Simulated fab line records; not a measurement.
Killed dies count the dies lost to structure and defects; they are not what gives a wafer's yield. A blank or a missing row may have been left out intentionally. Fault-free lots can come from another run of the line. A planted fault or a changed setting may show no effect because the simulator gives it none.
A struck lot beside a sound one    flow nand-harc    15 out of 1302 route steps
Sound: wafers L744.1, L744.4, L744.5. Wafers struck: L750.1, L750.2, L750.3. Last of all comes the cause.
Per side, at each step with rows, come the tool, then ch with its chambers, and then its first start. Under that, the readings that differ: sound wafers    struck wafers    difference of the means    sigmas: that difference in standard deviations of wafers without a fault.
alike: readings with means less than 2 such deviations apart, plus words and numbers identical on both sides. not compared: withheld readings, readings lacking a value on some wafer, bounds such as >300 that could conceal the same value, and numbers that have no deviation in the record and whose values overlap.
Wherever a step has rows on one side only, a row that says differs or no value, or a row with sigmas, the two part there. When numbers do not overlap yet have no deviation, they are printed without sigmas and do not part them. A reading missing from all wafers of one side parts the sides only when that side holds two or more wafers.

first, 8 steps without rows for these wafers: NHARC_A_BONDPAD_HMDS_02 (time 30 s); NHARC_A_BONDPAD_COAT_33 (time 65 s); NHARC_A_BONDPAD_COAT_03 (resist thk 600 nm); NHARC_A_BONDPAD_SOFTBAKE_04 (time 70 s); NHARC_A_BONDPAD_EBR_05; NHARC_A_BONDPAD_EXPOSE_06 (exposes mask A BPAD); NHARC_A_BONDPAD_PEB_07 (peb time 80 s); NHARC_A_BONDPAD_DEVELOP_08 (time 50 s).
NHARC_A_BONDPAD_CD_MEAS_09 targets a cd of 500 nm.
  sound on cd-sem-01 ch 0, day 27 13:43; struck on cd-sem-02 ch 0, day 31 08:21
  alike: cd-nm
NHARC_A_BONDPAD_OVL_MEAS_35:
  struck on overlay-01, day 31 08:26; sound on overlay-02, day 27 13:48
reading            sound     struck    difference  sigmas
overlay-x-nm (nm)  4 4 4     -8 -8 -8  -12         -2
overlay-y-nm (nm)  -8 -8 -8  9 8 8     +16         +3
then, 1 step without rows for these wafers: NHARC_A_BONDPAD_HARDBAKE_10 (time 65 s).
NHARC_A_BONDPAD_DESCUM_11: chemistry O2, time 3 s.
  sound on rie-diel-08 ch 0,3, day 27 13:55; struck on rie-diel-12 ch 1,2,3, day 31 08:34
  alike: drypump-motor-current-A, mfc-ar-sccm, oes-product-au, rf-vpp-V, showerhead-plenum-p-Torr, throttle-valve-pct
  not compared: rf-hours-counter-h
NHARC_A_BONDPAD_ETCH_34: etches the open film in N2/H2, target depth 60 nm, overetch 18 nm, time 65.91 s.
  sound on rie-diel-08 ch 2,3, day 27 14:01; struck on rie-diel-12 ch 0,1,2, day 31 08:39
  no value came back on the struck wafers for any of 8 readings (bias-w (W), chamber-pressure-mTorr (mTorr) and others); on the sound wafers bias-w (W) reads 150.0 150.3 150.2
  not compared: rf-hours-counter-h
NHARC_A_BONDPAD_ETCH_12: etches the open film in CHF3/O2, target depth 220 nm, time 110 s.
  sound on rie-diel-08 ch 1,3; struck on rie-diel-12 ch 0,1,2, day 31 08:44
  alike: bias-w, chamber-pressure-mTorr, drypump-motor-current-A, mfc-ar-sccm, oes-product-au, rf-vpp-V, showerhead-plenum-p-Torr, throttle-valve-pct
  not compared: rf-hours-counter-h
NHARC_END_SORT_01:
  at this point the record logs the struck wafers (prober-01 ch 0, day 32 22:42) and has no rows for the sound ones

## WHERE THEY PART
First at NHARC_A_BONDPAD_OVL_MEAS_35; last, within this record, at NHARC_END_SORT_01.

WHY: what had been put in by the simulator
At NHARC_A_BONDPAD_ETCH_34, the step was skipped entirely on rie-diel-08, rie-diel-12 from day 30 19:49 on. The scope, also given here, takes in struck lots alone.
